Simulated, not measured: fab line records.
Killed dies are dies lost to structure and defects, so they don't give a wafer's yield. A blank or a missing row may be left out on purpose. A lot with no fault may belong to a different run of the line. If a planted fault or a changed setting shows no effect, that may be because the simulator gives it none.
One fault seen from 3 desks + flow n5_finfet + every desk sees just its own numbers, and what lay behind them comes last

== THE DEFECT DESK ==
Per lot, the means of the sampled wafers with a number show what the inspections along the route counted. Any lot whose mean is over 4 standard deviations away from the usual mean is out of limits and marked OUT; that distance is given in the brackets.
Columns: A = raw_defect_count at N5_SD_EPI_N_INSPECT_11, usual 2.3
| lot  | first seen here | A   |
|------|-----------------|-----|
| L744 | day 3 06:43     | 1.0 |
| L749 | day 4 14:23     | 2.0 |
| L756 | day 6 08:27     | 4.0 |
| L758 | day 6 18:40     | 2.5 |
| L759 | day 7 07:36     | 2.7 |
| L760 | day 7 13:17     | 1.7 |
| L766 | day 8 23:51     | 2.3 |
Result from this desk: across the 7 lots, nothing is out of limits.

== METROLOGY DESK ==
Lot by lot, what the gauges showed, no matter which tool ran the lot: averages of those sampled wafers that carry a number. Any lot whose mean is over 4 standard deviations away from the usual mean is out of limits and marked OUT; that distance is given in the brackets. Shown here are 7 of its 12 readings, the ones lying furthest out on some lot.
Columns: A = cd_nm at N5_SD_EPI_N_CD_MEAS_09, usual 119.9 nm; B = DIBL_N at N5_BEOL_M4_RC_MEAS_101, usual 36.3 mV/V; C = DIBL_P at N5_BEOL_M4_RC_MEAS_101, usual 36.7 mV/V; D = IOFF_N at N5_BEOL_M4_RC_MEAS_101, usual 0.164 nA/um; E = ION_P at N5_BEOL_M4_RC_MEAS_101, usual 461 uA/um; F = SS_P at N5_BEOL_M4_RC_MEAS_101, usual 73.3 mV/dec; G = VT_N at N5_BEOL_M4_RC_MEAS_101, usual 249.4 mV
| lot  | first seen here | A     | B    | C    | D     | E   | F    | G     |
|------|-----------------|-------|------|------|-------|-----|------|-------|
| L744 | day 3 06:40     | 120.6 | 35.9 | 34.2 | 0.152 | 460 | 73.1 | 250.5 |
| L749 | day 4 14:20     | 119.5 | 36.4 | 36.3 | 0.156 | 465 | 73.4 | 249.1 |
| L756 | day 6 08:24     | 119.6 | 37.8 | 38.4 | 0.179 | 451 | 73.1 | 250.3 |
| L758 | day 6 18:37     | 119.3 | 36.2 | 37.0 | 0.152 | 462 | 73.3 | 251.7 |
| L759 | day 7 07:32     | 120.0 | 35.9 | 35.9 | 0.158 | 468 | 73.6 | 249.1 |
| L760 | day 7 13:13     | 119.9 | 36.5 | 37.5 | 0.192 | 466 | 73.6 | 245.7 |
| L766 | day 8 23:48     | 119.8 | 37.4 | 40.0 | 0.186 | 467 | 74.1 | 248.5 |
Result from this desk: across the 7 lots, nothing is out of limits.

== FOR THE TOOL OWNER'S DESK: rie_diel-04 ==
The tool's own readings at N5_SD_EPI_N_ETCH_35 (etches SOC in N2/H2, overetch 108 nm, time 486 s): means of the sampled wafers that have a number, for each lot that ran on this tool. Any lot whose mean is over 4 standard deviations away from the usual mean is out of limits and marked OUT; that distance is given in the brackets.
Columns: A = drypump_motor_current_A at N5_SD_EPI_N_ETCH_35, usual 5.8 A; B = oes_product_au at N5_SD_EPI_N_ETCH_35, usual 0.67 a.u.; C = rf_vpp_V at N5_SD_EPI_N_ETCH_35, usual 241.0 V; D = showerhead_plenum_p_Torr at N5_SD_EPI_N_ETCH_35, usual 2.56 Torr; E = throttle_valve_pct at N5_SD_EPI_N_ETCH_35, usual 24.01 %
| lot  | first seen here | A   | B    | C     | D    | E     |
|------|-----------------|-----|------|-------|------|-------|
| L749 | day 4 14:37     | 5.8 | 0.69 | 241.2 | 2.62 | 24.15 |
| L756 | day 6 09:13     | 5.7 | 0.64 | 239.8 | 2.51 | 24.06 |
| L758 | day 6 19:00     | 5.6 | 0.66 | 241.8 | 2.59 | 24.11 |
| L760 | day 7 13:28     | 5.8 | 0.61 | 240.8 | 2.50 | 24.08 |
Result from this desk: across the 4 lots, nothing is out of limits.

== PUT TOGETHER ==
The defect desk saw nothing out of limits.
At the metrology desk, nothing out of limits was observed.
Nothing out of limits was seen by the tool owner's desk.

== WHAT WAS PUT IN BY THE SIMULATOR ==
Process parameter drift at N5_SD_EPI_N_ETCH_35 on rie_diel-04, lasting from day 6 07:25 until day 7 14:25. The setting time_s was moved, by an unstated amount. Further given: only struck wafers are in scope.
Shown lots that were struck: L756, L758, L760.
